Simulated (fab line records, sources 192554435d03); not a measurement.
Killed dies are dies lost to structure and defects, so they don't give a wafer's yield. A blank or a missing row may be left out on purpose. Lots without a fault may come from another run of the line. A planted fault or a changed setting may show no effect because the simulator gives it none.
A struck lot beside a sound one | flow n5_finfet | 16 steps out of a route of 1938
Sound: wafers L235.4, L235.5, L235.6. Struck: wafers L241.3, L241.4, L241.5. The cause comes at the end.
At each step with rows: each side's tool, then ch and its chambers, then its first start. Under that, the readings that differ: sound wafers | struck wafers | difference of the means | sigmas: that difference in standard deviations of wafers without a fault.
alike: readings whose means differ by less than 2 such deviations, and words and numbers that are the same on both sides. not compared: withheld readings, readings that some wafer has no value for, bounds like >300 that may hide the same value, and numbers for which the record gives no deviation and whose values overlap.
The two part at a step that has a row with sigmas, a row that says differs or no value, or rows on one side only. Numbers that don't overlap but have no deviation are shown without sigmas and don't part them. A reading that every wafer of one side lacks parts them only if that side has two wafers or more.

first, 1 step without rows for these wafers: N5_BEOL_M3_SPUTTER_48 (material Cu, target thk 4.5 nm, time 8.29 s).
N5_BEOL_M3_ANNEAL_49: time 240 s.
  sound on pvd_sputter-03, day 8 07:43; struck on pvd_sputter-03, day 10 00:14
  alike: heater_power_w
N5_BEOL_M3_SPUTTER_79: material Cu, target thk 4.5 nm, time 8.29 s.
  sound on pvd_sputter-03, day 8 07:51; struck on pvd_sputter-03, day 10 00:22
  alike: chamber_pressure_pa, chuck_gas_flow_sccm, throttle_valve_pct
N5_BEOL_M3_ANNEAL_80: time 240 s.
  sound on pvd_sputter-03, day 8 07:56; struck on pvd_sputter-03, day 10 00:27
  alike: heater_power_w
N5_BEOL_M3_SPUTTER_81: material Cu, target thk 4.5 nm, time 8.29 s.
  sound on pvd_sputter-03, day 8 08:04; struck on pvd_sputter-03, day 10 00:35
  alike: chamber_pressure_pa, chuck_gas_flow_sccm, throttle_valve_pct
then, 4 steps without rows for these wafers: N5_BEOL_M3_ANNEAL_82 (time 240 s); N5_BEOL_M3_SPUTTER_86 (material Cu, target thk 4.5 nm, time 8.29 s); N5_BEOL_M3_ANNEAL_87 (time 240 s); N5_BEOL_M3_SPUTTER_88 (material Cu, target thk 4.5 nm, time 8.29 s).
N5_BEOL_M3_ANNEAL_89: time 240 s.
  sound on pvd_sputter-03, day 8 08:35; struck on pvd_sputter-03, day 10 01:07
  alike: heater_power_w
then, 2 steps without rows for these wafers: N5_BEOL_M3_SPUTTER_90 (material Cu, target thk 4.5 nm, time 8.29 s); N5_BEOL_M3_ANNEAL_91 (time 240 s).
N5_BEOL_M3_SPUTTER_92: material Cu, target thk 4.5 nm, time 8.29 s.
  sound on pvd_sputter-03, day 8 08:57; struck on pvd_sputter-03, day 10 01:28
  no value came back on the struck wafers for chamber_pressure_pa (Pa), chuck_gas_flow_sccm (sccm), throttle_valve_pct (%); on the sound wafers chamber_pressure_pa (Pa) reads 0.0699 0.07 0.07001
then, 1 step without rows for these wafers: N5_BEOL_M3_ANNEAL_93 (time 240 s).
N5_BEOL_M4_RC_MEAS_101:
  sound on prober-01 ch 0, day 9 03:30; struck on prober-01 ch 0, day 10 12:31
  alike: DIBL_N, DIBL_P, IOFF_N, IOFF_P, ION_N, ION_P, SS_N, SS_P, VT_N, VT_P
-- the record jumps here: 4 days lie between the struck wafers' starts before and after (it left off in module BEOL_M4 and takes up again in module PASSIVATION, whose first step shown is number 1936 of the route) --
N5_PASSIVATION_PROBE_49:
  the record has rows for the struck wafers here (prober-01, day 14 15:50) and none for the sound ones

WHERE THEY PART
First at N5_BEOL_M3_SPUTTER_92; last, within this record, at N5_PASSIVATION_PROBE_49.

WHY: what the simulator had put in
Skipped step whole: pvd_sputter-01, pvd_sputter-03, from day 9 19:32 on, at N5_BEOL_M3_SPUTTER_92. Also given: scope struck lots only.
